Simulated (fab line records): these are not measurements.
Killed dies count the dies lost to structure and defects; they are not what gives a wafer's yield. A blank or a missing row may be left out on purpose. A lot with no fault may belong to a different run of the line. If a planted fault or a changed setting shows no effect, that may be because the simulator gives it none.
fab line records / flow n5-finfet
record: lots: 13 wafers: 33 last-day: 18
route steps=1938 shown BEOL_M4@1101 PAD_METAL@1895 PASSIVATION@1905
lots untouched by any fault: they come from a run of this same line in which no faults occurred
start-h: hours from the record's first day to the start of the lot's first wafer shown / wait-h: time in hours since the lot's previous step / " repeats the value in the row above / L1.1+2: a single row standing in for several wafers / - no value present, or no start provided / * or withheld: withheld / < > ~ a bound
route shown NAME@n: a module of which the file shows steps, and the number in the route of the first / usual: mean/standard deviation of fault-free wafers / same: alike in all rows / chamber/n: place in a boat / sites: the reading at each site / _std_site: their standard deviation / _edge_site: inner sites' mean taken away from outer sites' mean / radius-mm: how far each site lies from the wafer's centre / mask NAME#n: copy n / behind: the tool/chamber that last shaped the wafer / hold: why the lot went on hold/how many hours it stayed there/how the hold came to an end / device: names the non-switching transistor (n, p or np) / end of line: the tests these same wafers got at the end of their route / step lacking rows: just its recipe / killed: the dies lost at the first sort to structure and to defects; this is not the yield of the wafer / map: per-die view of a wafer (x killed, . not killed, _ where there is no die)
set.NAME: the setting as run; set.NAME@STEP: as run at that earlier step / model.NAME: the simulator's own value behind a step, which no gauge read
a sample of lots followed through the steps of the route, with each step as a table and each wafer as a row
services: when a tool's chamber went out of use (start-h, in hours from the record's first day, below 0 if earlier), for how many hours, and the reason
== steps ==
step: N5_BEOL_M4_ECD_50
recipe: material: Cu target-thk-a: 3000
lot.wafer=L683.3+4+5 tool=ecd-cu-01 chamber=0,1,0 start-h=167.63 wait-h=0.1
lot.wafer=L685.2+4+5 tool=ecd-cu-02 chamber=0 start-h=183.59 wait-h=0.1
lot.wafer=L686.2+6 tool=ecd-cu-02 chamber=0,1 start-h=192.27 wait-h=0.1
lot.wafer=L687.2+3+4 tool=ecd-cu-01 chamber=0,1,0 start-h=192.75 wait-h=0.1
lot.wafer=L688.1+2 tool=ecd-cu-02 chamber=1,0 start-h=203.35 wait-h=0.1
lot.wafer=L690.1+2+4 tool=ecd-cu-01 chamber=0,1,0 start-h=203.66 wait-h=0.1
lot.wafer=L694.4+5 tool=ecd-cu-02 chamber=0,1 start-h=243.99 wait-h=0.1
lot.wafer=L696.1+2+4 tool=ecd-cu-02 chamber=1,0,0 start-h=247.18 wait-h=0.1
lot.wafer=L697.2+5 tool=ecd-cu-02 chamber=0 start-h=251.93 wait-h=0.1
lot.wafer=L698.4+6 tool=ecd-cu-02 chamber=1,0 start-h=254.51 wait-h=0.1
lot.wafer=L700.3+5+6 tool=ecd-cu-02 chamber=1,1,0 start-h=271.13 wait-h=0.1
lot.wafer=L703.1+3+6 tool=ecd-cu-02 chamber=1,1,0 start-h=297.57 wait-h=0.1
lot.wafer=L705.1+4 tool=ecd-cu-02 chamber=1,0 start-h=317.00 wait-h=0.1
step: N5_PASSIVATION_SPUTTER_20
recipe: material: TaN target-thk-a: 500 temp-c: 25 chamber-pressure-pa: 0.4
usual: throttle-valve-pct: 30.1/1
lot.wafer=L683.3 tool=pvd-sputter-03 chamber=- start-h=279.11 wait-h=0.0 throttle-valve-pct=29.1
lot.wafer=L683.4 tool=pvd-sputter-03 chamber=- start-h=279.11 wait-h=0.0 throttle-valve-pct=28.4
lot.wafer=L683.5 tool=pvd-sputter-03 chamber=- start-h=279.11 wait-h=0.0 throttle-valve-pct=29.1
lot.wafer=L685.2 tool=pvd-sputter-01 chamber=- start-h=294.44 wait-h=0.0 throttle-valve-pct=31.3
lot.wafer=L685.4 tool=pvd-sputter-01 chamber=- start-h=294.44 wait-h=0.0 throttle-valve-pct=30.2
lot.wafer=L685.5 tool=pvd-sputter-01 chamber=- start-h=294.44 wait-h=0.0 throttle-valve-pct=31.3
lot.wafer=L686.2 tool=pvd-sputter-02 chamber=- start-h=294.49 wait-h=0.0 throttle-valve-pct=31.1
lot.wafer=L686.6 tool=pvd-sputter-02 chamber=- start-h=294.49 wait-h=0.0 throttle-valve-pct=30.8
lot.wafer=L687.2 tool=pvd-sputter-02 chamber=- start-h=300.51 wait-h=0.0 throttle-valve-pct=31.1
lot.wafer=L687.3 tool=pvd-sputter-02 chamber=- start-h=300.51 wait-h=0.0 throttle-valve-pct=29.8
lot.wafer=L687.4 tool=pvd-sputter-02 chamber=- start-h=300.51 wait-h=0.0 throttle-valve-pct=30.9
lot.wafer=L690.1 tool=pvd-sputter-01 chamber=- start-h=301.95 wait-h=0.0 throttle-valve-pct=28.2
lot.wafer=L690.2 tool=pvd-sputter-01 chamber=- start-h=301.95 wait-h=0.0 throttle-valve-pct=31.3
lot.wafer=L690.4 tool=pvd-sputter-01 chamber=- start-h=301.95 wait-h=0.0 throttle-valve-pct=30.2
lot.wafer=L688.1 tool=pvd-sputter-01 chamber=- start-h=310.35 wait-h=0.0 throttle-valve-pct=28.2
lot.wafer=L688.2 tool=pvd-sputter-01 chamber=- start-h=310.35 wait-h=0.0 throttle-valve-pct=31.6
lot.wafer=L694.4 tool=pvd-sputter-01 chamber=- start-h=348.37 wait-h=0.0 throttle-valve-pct=31.3
lot.wafer=L694.5 tool=pvd-sputter-01 chamber=- start-h=348.37 wait-h=0.0 throttle-valve-pct=30.7
lot.wafer=L697.2 tool=pvd-sputter-03 chamber=- start-h=357.33 wait-h=0.0 throttle-valve-pct=30.2
lot.wafer=L697.5 tool=pvd-sputter-03 chamber=- start-h=357.33 wait-h=0.0 throttle-valve-pct=29.2
lot.wafer=L696.1 tool=pvd-sputter-03 chamber=- start-h=362.27 wait-h=0.0 throttle-valve-pct=30.0
lot.wafer=L696.2 tool=pvd-sputter-03 chamber=- start-h=362.27 wait-h=0.0 throttle-valve-pct=29.5
lot.wafer=L696.4 tool=pvd-sputter-03 chamber=- start-h=362.27 wait-h=0.0 throttle-valve-pct=28.5
lot.wafer=L698.4 tool=pvd-sputter-01 chamber=- start-h=362.68 wait-h=0.0 throttle-valve-pct=31.4
lot.wafer=L698.6 tool=pvd-sputter-01 chamber=- start-h=362.68 wait-h=0.0 throttle-valve-pct=28.6
lot.wafer=L700.3 tool=pvd-sputter-03 chamber=- start-h=373.57 wait-h=0.0 throttle-valve-pct=29.9
lot.wafer=L700.5 tool=pvd-sputter-03 chamber=- start-h=373.57 wait-h=0.0 throttle-valve-pct=30.2
lot.wafer=L700.6 tool=pvd-sputter-03 chamber=- start-h=373.57 wait-h=0.0 throttle-valve-pct=29.8
lot.wafer=L703.1 tool=pvd-sputter-02 chamber=- start-h=393.51 wait-h=0.0 throttle-valve-pct=29.3
lot.wafer=L703.3 tool=pvd-sputter-02 chamber=- start-h=393.51 wait-h=0.0 throttle-valve-pct=30.7
lot.wafer=L703.6 tool=pvd-sputter-02 chamber=- start-h=393.51 wait-h=0.0 throttle-valve-pct=30.5
lot.wafer=L705.1 tool=pvd-sputter-03 chamber=- start-h=416.62 wait-h=0.0 throttle-valve-pct=28.5
lot.wafer=L705.4 tool=pvd-sputter-03 chamber=- start-h=416.62 wait-h=0.0 throttle-valve-pct=29.5
step: N5_PASSIVATION_CD_MEAS_30
recipe: target-cd-nm: 4000 landing-energy-ev: 500 detector: se-inlens polarity: opening
usual: cd-nm: 4001.0/2
lot.wafer=L683.3 tool=cd-sem-02 chamber=0 start-h=279.80 wait-h=- cd-nm=4001.2
lot.wafer=L683.4 tool=cd-sem-02 chamber=0 start-h=279.80 wait-h=- cd-nm=4004.3
lot.wafer=L683.5 tool=cd-sem-02 chamber=0 start-h=279.80 wait-h=- cd-nm=4002.2
lot.wafer=L685.2 tool=cd-sem-02 chamber=0 start-h=295.13 wait-h=- cd-nm=4003.7
lot.wafer=L685.4 tool=cd-sem-02 chamber=0 start-h=295.13 wait-h=- cd-nm=4000.5
lot.wafer=L685.5 tool=cd-sem-02 chamber=0 start-h=295.13 wait-h=- cd-nm=4000.6
lot.wafer=L686.2 tool=cd-sem-01 chamber=0 start-h=295.30 wait-h=- cd-nm=3998.5
lot.wafer=L686.6 tool=cd-sem-01 chamber=0 start-h=295.30 wait-h=- cd-nm=4000.2
lot.wafer=L687.2 tool=cd-sem-03 chamber=0 start-h=301.08 wait-h=- cd-nm=4001.3
lot.wafer=L687.3 tool=cd-sem-03 chamber=0 start-h=301.08 wait-h=- cd-nm=4001.9
lot.wafer=L687.4 tool=cd-sem-03 chamber=0 start-h=301.08 wait-h=- cd-nm=4003.4
lot.wafer=L690.1 tool=cd-sem-02 chamber=0 start-h=302.52 wait-h=- cd-nm=3999.8
lot.wafer=L690.2 tool=cd-sem-02 chamber=0 start-h=302.52 wait-h=- cd-nm=4000.9
lot.wafer=L690.4 tool=cd-sem-02 chamber=0 start-h=302.52 wait-h=- cd-nm=4001.4
lot.wafer=L688.1 tool=cd-sem-01 chamber=0 start-h=311.10 wait-h=- cd-nm=4001.7
lot.wafer=L688.2 tool=cd-sem-01 chamber=0 start-h=311.10 wait-h=- cd-nm=4002.2
lot.wafer=L694.4 tool=cd-sem-01 chamber=0 start-h=349.07 wait-h=- cd-nm=3995.4
lot.wafer=L694.5 tool=cd-sem-01 chamber=0 start-h=349.07 wait-h=- cd-nm=3996.0
lot.wafer=L697.2 tool=cd-sem-01 chamber=0 start-h=357.90 wait-h=- cd-nm=3999.0
lot.wafer=L697.5 tool=cd-sem-01 chamber=0 start-h=357.90 wait-h=- cd-nm=4001.7
lot.wafer=L696.1 tool=cd-sem-02 chamber=0 start-h=362.84 wait-h=- cd-nm=4005.0
lot.wafer=L696.2 tool=cd-sem-02 chamber=0 start-h=362.84 wait-h=- cd-nm=4001.2
lot.wafer=L696.4 tool=cd-sem-02 chamber=0 start-h=362.84 wait-h=- cd-nm=4003.1
lot.wafer=L698.4 tool=cd-sem-01 chamber=0 start-h=363.38 wait-h=- cd-nm=3998.7
lot.wafer=L698.6 tool=cd-sem-01 chamber=0 start-h=363.38 wait-h=- cd-nm=3997.3
lot.wafer=L700.3 tool=cd-sem-01 chamber=0 start-h=374.14 wait-h=- cd-nm=4000.1
lot.wafer=L700.5 tool=cd-sem-01 chamber=0 start-h=374.14 wait-h=- cd-nm=4001.0
lot.wafer=L700.6 tool=cd-sem-01 chamber=0 start-h=374.14 wait-h=- cd-nm=4004.1
lot.wafer=L703.1 tool=cd-sem-02 chamber=0 start-h=394.08 wait-h=- cd-nm=4001.6
lot.wafer=L703.3 tool=cd-sem-02 chamber=0 start-h=394.08 wait-h=- cd-nm=4001.7
lot.wafer=L703.6 tool=cd-sem-02 chamber=0 start-h=394.08 wait-h=- cd-nm=4000.6
lot.wafer=L705.1 tool=cd-sem-01 chamber=0 start-h=417.32 wait-h=- cd-nm=3998.4
lot.wafer=L705.4 tool=cd-sem-01 chamber=0 start-h=417.32 wait-h=- cd-nm=4002.9
step: N5_PASSIVATION_PASS_ETCH_47
recipe: chemistry: CF4/O2 target: SiNx target-depth-a: 7700 time-s: 385 ion-energy-ev: 100 pressure-mtorr: 40 source-w: 535 bias-w: 49 Ar_flow_sccm: 100 cf4-flow-sccm: 100 O2_flow_sccm: 10
usual: cf4-flow-sccm: 100.03/0.28 drypump-motor-current-A: 5.8/0.44 oes-product-au: 0.78/0.066 rf-vpp-V: 241/3.7 showerhead-plenum-p-Torr: 2.21/0.054 throttle-valve-pct: 15.98/0.17
lot.wafer=L683.3 tool=rie-diel-02 chamber=1 start-h=281.90 wait-h=0.0 cf4-flow-sccm=100.30 drypump-motor-current-A=6.3 oes-product-au=0.94 rf-hours-counter-h=6 rf-vpp-V=237 showerhead-plenum-p-Torr=2.17 throttle-valve-pct=15.79
lot.wafer=L683.4 tool=rie-diel-02 chamber=3 start-h=281.90 wait-h=0.0 cf4-flow-sccm=100.20 drypump-motor-current-A=5.4 oes-product-au=0.71 rf-hours-counter-h=- rf-vpp-V=235 showerhead-plenum-p-Torr=2.18 throttle-valve-pct=16.15
lot.wafer=L683.5 tool=rie-diel-02 chamber=1 start-h=281.90 wait-h=0.0 cf4-flow-sccm=100.26 drypump-motor-current-A=6.3 oes-product-au=0.93 rf-hours-counter-h=- rf-vpp-V=236 showerhead-plenum-p-Torr=2.17 throttle-valve-pct=15.80
lot.wafer=L685.2 tool=rie-diel-05 chamber=3 start-h=297.16 wait-h=0.0 cf4-flow-sccm=100.50 drypump-motor-current-A=6.3 oes-product-au=0.75 rf-hours-counter-h=161 rf-vpp-V=240 showerhead-plenum-p-Torr=2.21 throttle-valve-pct=16.06
lot.wafer=L685.4 tool=rie-diel-05 chamber=2 start-h=297.16 wait-h=0.0 cf4-flow-sccm=99.82 drypump-motor-current-A=5.3 oes-product-au=0.81 rf-hours-counter-h=98 rf-vpp-V=243 showerhead-plenum-p-Torr=2.22 throttle-valve-pct=15.84
lot.wafer=L685.5 tool=rie-diel-05 chamber=2 start-h=297.16 wait-h=0.0 cf4-flow-sccm=99.66 drypump-motor-current-A=5.3 oes-product-au=0.81 rf-hours-counter-h=- rf-vpp-V=243 showerhead-plenum-p-Torr=2.22 throttle-valve-pct=15.86
lot.wafer=L686.2 tool=rie-diel-02 chamber=1 start-h=297.44 wait-h=0.0 cf4-flow-sccm=99.82 drypump-motor-current-A=6.3 oes-product-au=0.92 rf-hours-counter-h=12 rf-vpp-V=235 showerhead-plenum-p-Torr=2.17 throttle-valve-pct=15.82
lot.wafer=L686.6 tool=rie-diel-02 chamber=1 start-h=297.44 wait-h=0.0 cf4-flow-sccm=99.97 drypump-motor-current-A=6.3 oes-product-au=0.91 rf-hours-counter-h=- rf-vpp-V=236 showerhead-plenum-p-Torr=2.17 throttle-valve-pct=15.81
lot.wafer=L687.2 tool=rie-diel-02 chamber=3 start-h=303.49 wait-h=0.0 cf4-flow-sccm=100.11 drypump-motor-current-A=5.4 oes-product-au=0.69 rf-hours-counter-h=211 rf-vpp-V=236 showerhead-plenum-p-Torr=2.18 throttle-valve-pct=16.15
lot.wafer=L687.3 tool=rie-diel-02 chamber=1 start-h=303.49 wait-h=0.0 cf4-flow-sccm=100.10 drypump-motor-current-A=6.3 oes-product-au=0.91 rf-hours-counter-h=14 rf-vpp-V=237 showerhead-plenum-p-Torr=2.17 throttle-valve-pct=15.80
lot.wafer=L687.4 tool=rie-diel-02 chamber=0 start-h=303.49 wait-h=0.0 cf4-flow-sccm=100.16 drypump-motor-current-A=5.9 oes-product-au=0.81 rf-hours-counter-h=93 rf-vpp-V=243 showerhead-plenum-p-Torr=2.24 throttle-valve-pct=15.96
lot.wafer=L690.1 tool=rie-diel-05 chamber=1 start-h=305.00 wait-h=0.0 cf4-flow-sccm=99.93 drypump-motor-current-A=5.7 oes-product-au=0.72 rf-hours-counter-h=219 rf-vpp-V=246 showerhead-plenum-p-Torr=2.19 throttle-valve-pct=16.11
lot.wafer=L690.2 tool=rie-diel-05 chamber=3 start-h=305.00 wait-h=0.0 cf4-flow-sccm=99.94 drypump-motor-current-A=6.3 oes-product-au=0.75 rf-hours-counter-h=164 rf-vpp-V=241 showerhead-plenum-p-Torr=2.21 throttle-valve-pct=16.06
lot.wafer=L690.4 tool=rie-diel-05 chamber=2 start-h=305.00 wait-h=0.0 cf4-flow-sccm=99.44 drypump-motor-current-A=5.3 oes-product-au=0.80 rf-hours-counter-h=102 rf-vpp-V=243 showerhead-plenum-p-Torr=2.22 throttle-valve-pct=15.85
lot.wafer=L688.1 tool=rie-diel-02 chamber=3 start-h=313.17 wait-h=0.0 cf4-flow-sccm=100.10 drypump-motor-current-A=5.4 oes-product-au=0.70 rf-hours-counter-h=214 rf-vpp-V=236 showerhead-plenum-p-Torr=2.18 throttle-valve-pct=16.17
lot.wafer=L688.2 tool=rie-diel-02 chamber=2 start-h=313.17 wait-h=0.0 cf4-flow-sccm=99.99 drypump-motor-current-A=6.3 oes-product-au=0.81 rf-hours-counter-h=71 rf-vpp-V=239 showerhead-plenum-p-Torr=2.32 throttle-valve-pct=15.80
lot.wafer=L694.4 tool=rie-diel-01 chamber=2 start-h=351.73 wait-h=0.0 cf4-flow-sccm=99.65 drypump-motor-current-A=5.2 oes-product-au=0.72 rf-hours-counter-h=224 rf-vpp-V=240 showerhead-plenum-p-Torr=2.10 throttle-valve-pct=16.29
lot.wafer=L694.5 tool=rie-diel-01 chamber=3 start-h=351.73 wait-h=0.0 cf4-flow-sccm=99.90 drypump-motor-current-A=6.1 oes-product-au=0.79 rf-hours-counter-h=- rf-vpp-V=243 showerhead-plenum-p-Torr=2.22 throttle-valve-pct=15.71
lot.wafer=L697.2 tool=rie-diel-01 chamber=0 start-h=362.86 wait-h=0.0 cf4-flow-sccm=100.34 drypump-motor-current-A=5.1 oes-product-au=0.71 rf-hours-counter-h=192 rf-vpp-V=244 showerhead-plenum-p-Torr=2.18 throttle-valve-pct=16.00
lot.wafer=L697.5 tool=rie-diel-01 chamber=1 start-h=362.86 wait-h=0.0 cf4-flow-sccm=99.72 drypump-motor-current-A=5.3 oes-product-au=0.87 rf-hours-counter-h=- rf-vpp-V=239 showerhead-plenum-p-Torr=2.24 throttle-valve-pct=15.85
lot.wafer=L696.1 tool=rie-diel-01 chamber=2 start-h=366.00 wait-h=0.0 cf4-flow-sccm=100.26 drypump-motor-current-A=5.2 oes-product-au=0.71 rf-hours-counter-h=229 rf-vpp-V=241 showerhead-plenum-p-Torr=2.09 throttle-valve-pct=16.29
lot.wafer=L696.2 tool=rie-diel-01 chamber=3 start-h=366.00 wait-h=0.0 cf4-flow-sccm=99.73 drypump-motor-current-A=6.1 oes-product-au=0.79 rf-hours-counter-h=124 rf-vpp-V=244 showerhead-plenum-p-Torr=2.22 throttle-valve-pct=15.72
lot.wafer=L696.4 tool=rie-diel-01 chamber=1 start-h=366.00 wait-h=0.0 cf4-flow-sccm=99.85 drypump-motor-current-A=5.3 oes-product-au=0.87 rf-hours-counter-h=47 rf-vpp-V=237 showerhead-plenum-p-Torr=2.24 throttle-valve-pct=15.85
lot.wafer=L698.4 tool=rie-diel-05 chamber=1 start-h=366.77 wait-h=0.0 cf4-flow-sccm=99.84 drypump-motor-current-A=5.7 oes-product-au=0.71 rf-hours-counter-h=235 rf-vpp-V=246 showerhead-plenum-p-Torr=2.18 throttle-valve-pct=16.15
lot.wafer=L698.6 tool=rie-diel-05 chamber=2 start-h=366.77 wait-h=0.0 cf4-flow-sccm=99.80 drypump-motor-current-A=5.3 oes-product-au=0.79 rf-hours-counter-h=- rf-vpp-V=244 showerhead-plenum-p-Torr=2.21 throttle-valve-pct=15.88
lot.wafer=L700.3 tool=rie-diel-05 chamber=1 start-h=376.43 wait-h=0.0 cf4-flow-sccm=100.45 drypump-motor-current-A=5.7 oes-product-au=0.70 rf-hours-counter-h=238 rf-vpp-V=244 showerhead-plenum-p-Torr=2.18 throttle-valve-pct=16.14
lot.wafer=L700.5 tool=rie-diel-05 chamber=1 start-h=376.43 wait-h=0.0 cf4-flow-sccm=100.13 drypump-motor-current-A=5.7 oes-product-au=0.70 rf-hours-counter-h=- rf-vpp-V=247 showerhead-plenum-p-Torr=2.18 throttle-valve-pct=16.14
lot.wafer=L700.6 tool=rie-diel-05 chamber=0 start-h=376.43 wait-h=0.0 cf4-flow-sccm=100.05 drypump-motor-current-A=5.9 oes-product-au=0.75 rf-hours-counter-h=- rf-vpp-V=244 showerhead-plenum-p-Torr=2.21 throttle-valve-pct=16.18
lot.wafer=L703.1 tool=rie-diel-02 chamber=1 start-h=395.97 wait-h=0.0 cf4-flow-sccm=99.62 drypump-motor-current-A=6.3 oes-product-au=0.85 rf-hours-counter-h=47 rf-vpp-V=236 showerhead-plenum-p-Torr=2.16 throttle-valve-pct=15.85
lot.wafer=L703.3 tool=rie-diel-02 chamber=3 start-h=395.97 wait-h=0.0 cf4-flow-sccm=100.40 drypump-motor-current-A=5.4 oes-product-au=0.67 rf-hours-counter-h=245 rf-vpp-V=235 showerhead-plenum-p-Torr=2.17 throttle-valve-pct=16.22
lot.wafer=L703.6 tool=rie-diel-02 chamber=1 start-h=395.97 wait-h=0.0 cf4-flow-sccm=99.96 drypump-motor-current-A=6.3 oes-product-au=0.85 rf-hours-counter-h=- rf-vpp-V=236 showerhead-plenum-p-Torr=2.16 throttle-valve-pct=15.85
lot.wafer=L705.1 tool=rie-diel-02 chamber=0 start-h=419.70 wait-h=0.0 cf4-flow-sccm=100.12 drypump-motor-current-A=5.9 oes-product-au=0.76 rf-hours-counter-h=136 rf-vpp-V=244 showerhead-plenum-p-Torr=2.22 throttle-valve-pct=16.04
lot.wafer=L705.4 tool=rie-diel-02 chamber=2 start-h=419.70 wait-h=0.0 cf4-flow-sccm=100.11 drypump-motor-current-A=6.3 oes-product-au=0.77 rf-hours-counter-h=- rf-vpp-V=241 showerhead-plenum-p-Torr=2.31 throttle-valve-pct=15.86
step: N5_PASSIVATION_PROBE_49
usual: defect-limited-yield: 91.5/1.5 killed_at_M0_to_M3: 30/11 killed_at_M4_up: 13/4.9 killed-at-contacts: 14/6.5 killed-at-front-end: 40/11 killed-at-other: 3.3/2.7 killed-dies: 100/18 killed-on-rim: 13/3.8 killed-open: 67/14 killed-short: 32/7.8 sort_bin_5_function: 5.0/0.97 sort_bin_6_memory: 3.2/0.75 sort-n-pass: 1080/18 sort-yield-pct: 91.5/1.5
same: gross-dies: 1180 killed-at-back-side: 0 sort_bin_4_leakage[%]: 0 sort_bin_8_speed[%]: 0
lot.wafer=L700.3 tool=prober-01 chamber=- start-h=379.55 wait-h=0.1 defect-limited-yield[%]=92.8 killed_at_M0_to_M3=23 killed_at_M4_up=6 killed-at-contacts=9 killed-at-front-end=40 killed-at-other=7 killed-dies=85 killed-on-rim=12 killed-open=42 killed-short=41 sort_bin_5_function[%]=4.7 sort_bin_6_memory[%]=1.9 sort-n-pass=1095 sort-yield-pct[%]=92.8
lot.wafer=L700.5 tool=prober-01 chamber=- start-h=379.65 wait-h=0.2 defect-limited-yield[%]=92.2 killed_at_M0_to_M3=14 killed_at_M4_up=15 killed-at-contacts=11 killed-at-front-end=51 killed-at-other=1 killed-dies=92 killed-on-rim=8 killed-open=53 killed-short=25 sort_bin_5_function[%]=4.2 sort_bin_6_memory[%]=2.3 sort-n-pass=1088 sort-yield-pct[%]=92.2
lot.wafer=L700.6 tool=prober-01 chamber=- start-h=379.70 wait-h=0.3 defect-limited-yield[%]=52.7 killed_at_M0_to_M3=8 killed_at_M4_up=518 killed-at-contacts=9 killed-at-front-end=22 killed-at-other=1 killed-dies=558 killed-on-rim=82 killed-open=24 killed-short=22 sort_bin_5_function[%]=30.8 sort_bin_6_memory[%]=13.4 sort-n-pass=622 sort-yield-pct[%]=52.7
lot.wafer=L703.1 tool=prober-01 chamber=- start-h=398.97 wait-h=0.0 defect-limited-yield[%]=93.4 killed_at_M0_to_M3=19 killed_at_M4_up=13 killed-at-contacts=7 killed-at-front-end=34 killed-at-other=5 killed-dies=78 killed-on-rim=6 killed-open=53 killed-short=24 sort_bin_5_function[%]=3.5 sort_bin_6_memory[%]=3.0 sort-n-pass=1102 sort-yield-pct[%]=93.4
lot.wafer=L703.3 tool=prober-01 chamber=- start-h=399.07 wait-h=0.1 defect-limited-yield[%]=93.3 killed_at_M0_to_M3=18 killed_at_M4_up=10 killed-at-contacts=10 killed-at-front-end=37 killed-at-other=4 killed-dies=79 killed-on-rim=9 killed-open=48 killed-short=28 sort_bin_5_function[%]=4.3 sort_bin_6_memory[%]=2.1 sort-n-pass=1101 sort-yield-pct[%]=93.3
lot.wafer=L703.6 tool=prober-01 chamber=- start-h=399.22 wait-h=0.3 defect-limited-yield[%]=48.5 killed_at_M0_to_M3=13 killed_at_M4_up=562 killed-at-contacts=4 killed-at-front-end=25 killed-at-other=4 killed-dies=608 killed-on-rim=80 killed-open=40 killed-short=12 sort_bin_5_function[%]=30.9 sort_bin_6_memory[%]=17.6 sort-n-pass=572 sort-yield-pct[%]=48.5
lot.wafer=L705.1 tool=prober-02 chamber=- start-h=422.72 wait-h=0.0 defect-limited-yield[%]=90.6 killed_at_M0_to_M3=43 killed_at_M4_up=10 killed-at-contacts=2 killed-at-front-end=55 killed-at-other=1 killed-dies=111 killed-on-rim=15 killed-open=80 killed-short=31 sort_bin_5_function[%]=6.4 sort_bin_6_memory[%]=2.8 sort-n-pass=1069 sort-yield-pct[%]=90.6
lot.wafer=L705.4 tool=prober-02 chamber=- start-h=422.87 wait-h=0.2 defect-limited-yield[%]=50.2 killed_at_M0_to_M3=22 killed_at_M4_up=524 killed-at-contacts=4 killed-at-front-end=36 killed-at-other=2 killed-dies=588 killed-on-rim=80 killed-open=55 killed-short=18 sort_bin_5_function[%]=31.2 sort_bin_6_memory[%]=15.5 sort-n-pass=592 sort-yield-pct[%]=50.2
killed by level:class
L700.3 FIN_SAQP:geometric-particle:short=9 MOL_CONTACT_COAG:geometric-particle:open=6 BEOL_M2:geometric-particle:open=6 FIN_SAQP:geometric-particle:open=5 STARTING-WAFER:geometric-particle:short=5 STI_FIN_REVEAL:geometric-particle:open=5 GATE_CUT:geometric-particle:short=5 BEOL_M0_SAQP:geometric-particle:open=5
L700.5 HKMG_FIN:area-etch=14 FIN_SAQP:geometric-particle:short=10 DUMMY_GATE:geometric-particle:open=10 MOL_CONTACT_COAG:geometric-particle:open=9 BEOL_M5:geometric-particle:open=6 BEOL_M4:geometric-particle:open=5 FIN_SAQP:geometric-particle:open=4 BEOL_M1:geometric-particle:open=4
L700.6 BEOL_M4:unspecified=512 FIN_SAQP:geometric-particle:short=9 MOL_CONTACT_COAG:geometric-particle:open=8 DUMMY_GATE:geometric-particle:open=5 BEOL_M4:geometric-particle:open=4 DUMMY_GATE:geometric-particle:short=3 BEOL_M1:geometric-particle:short=3 FIN_SAQP:geometric-particle:open=2
L703.1 DUMMY_GATE:geometric-particle:open=8 GATE_CUT:geometric-particle:short=6 BEOL_M1:geometric-particle:open=6 MOL_CONTACT_COAG:geometric-particle:open=5 BEOL_M4:geometric-particle:open=4 FIN_SAQP:geometric-particle:short=4 FIN_SAQP:geometric-particle:open=4 BEOL_M0_SAQP:geometric-particle:open=4
L703.3 FIN_SAQP:geometric-particle:short=10 MOL_CONTACT_COAG:geometric-particle:open=9 STI_FIN_REVEAL:geometric-particle:open=6 BEOL_M0_SAQP:geometric-particle:open=5 BEOL_M1:geometric-particle:open=5 FIN_SAQP:geometric-particle:open=3 STI_FIN_REVEAL:geometric-particle:short=3 GATE_CUT:geometric-particle:open=3
L703.6 BEOL_M4:unspecified=555 STI_FIN_REVEAL:geometric-particle:open=7 DUMMY_GATE:geometric-particle:open=5 MOL_CONTACT_COAG:geometric-particle:open=4 FIN_SAQP:geometric-particle:open=3 DUMMY_GATE:geometric-particle:short=3 BEOL_M0:geometric-particle:open=3 BEOL_M2:geometric-particle:open=3
L705.1 STI_FIN_REVEAL:geometric-particle:open=28 BEOL_M0:geometric-particle:open=10 BEOL_M0_SAQP:geometric-particle:open=9 BEOL_M0_SAQP:geometric-particle:short=8 GATE_CUT:geometric-particle:short=7 BEOL_M1:geometric-particle:open=6 BEOL_M2:geometric-particle:open=5 STI_FIN_REVEAL:geometric-particle:short=4
L705.4 BEOL_M4:unspecified=515 STI_FIN_REVEAL:geometric-particle:open=17 BEOL_M0_SAQP:geometric-particle:short=7 STI_FIN_REVEAL:geometric-particle:short=5 BEOL_M3:geometric-particle:open=5 BEOL_M4:geometric-particle:open=5 BEOL_M2:geometric-particle:open=4 FIN_SAQP:geometric-particle:open=3
== services ==
tool=rie-diel-05 chamber=1 start-h=146.48 hours=2.7 kind=repair
tool=ecd-cu-01 chamber=- start-h=147.34 hours=1.7 kind=repair
tool=rie-diel-01 chamber=0 start-h=150.88 hours=2.4 kind=repair
tool=rie-diel-02 chamber=3 start-h=176.47 hours=6.5 kind=repair
tool=rie-diel-05 chamber=2 start-h=179.93 hours=8.2 kind=repair
tool=rie-diel-02 chamber=1 start-h=215.45 hours=4.4 kind=repair
tool=rie-diel-01 chamber=- start-h=223.56 hours=0.1 kind=repair
tool=rie-diel-02 chamber=1 start-h=250.21 hours=- kind=clean
tool=rie-diel-02 chamber=1 start-h=250.21 hours=- kind=consumable-replace:focus-ring
tool=rie-diel-02 chamber=1 start-h=250.21 hours=13.8 kind=scheduled-down
tool=rie-diel-02 chamber=1 start-h=250.21 hours=13.8 kind=vent-cycle
tool=rie-diel-02 chamber=- start-h=274.83 hours=1.4 kind=repair
tool=pvd-sputter-03 chamber=- start-h=291.12 hours=9.5 kind=repair
tool=ecd-cu-02 chamber=- start-h=327.21 hours=0.4 kind=repair
tool=ecd-cu-01 chamber=- start-h=341.34 hours=1.3 kind=repair
tool=ecd-cu-02 chamber=- start-h=342.15 hours=0.8 kind=repair
tool=rie-diel-05 chamber=- start-h=348.85 hours=15.6 kind=pm
tool=rie-diel-01 chamber=2 start-h=353.33 hours=4.1 kind=repair
tool=pvd-sputter-01 chamber=- start-h=384.44 hours=2.7 kind=repair
tool=pvd-sputter-02 chamber=- start-h=384.47 hours=0.7 kind=repair
tool=rie-diel-02 chamber=3 start-h=407.71 hours=- kind=clean
tool=rie-diel-02 chamber=3 start-h=407.71 hours=- kind=consumable-replace:focus-ring
tool=ecd-cu-02 chamber=- start-h=407.98 hours=1.0 kind=repair
tool=rie-diel-01 chamber=1 start-h=409.67 hours=11.6 kind=repair
== key ==
first-sign: step: N5_PASSIVATION_PROBE_49 reading: killed_at_M4_up direction: up sigmas: 99+ usual: 13 struck: 535
effect: step: N5_PASSIVATION_PROBE_49 reading: killed-dies direction: up sigmas: 27 usual: 100 struck: 585
more-kills-born-at: N5_BEOL_M4_ECD_50@ecd-cu-02: 1582
met-at N5_BEOL_M4_ECD_50
struck-lots L700,L703,L705
struck-wafers L700.6,L703.6,L705.4
baseline-loss: step: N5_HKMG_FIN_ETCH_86 wafers: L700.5
not-acting-at N5_PASSIVATION_SPUTTER_20,N5_PASSIVATION_CD_MEAS_30,N5_PASSIVATION_PASS_ETCH_47
onset-between 254.51 271.13
fault: kind: chamber-particle-source tool: ecd-cu-02 chamber: 0 onset-h: 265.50 steps: N5_BEOL_M4_ECD_50 rate-per-visit-cm2: 1.1657
baseline-loss: these wafers lose ten dies or more at that step, a loss of the line's own and not of a fault; the sort's usual values leave them out
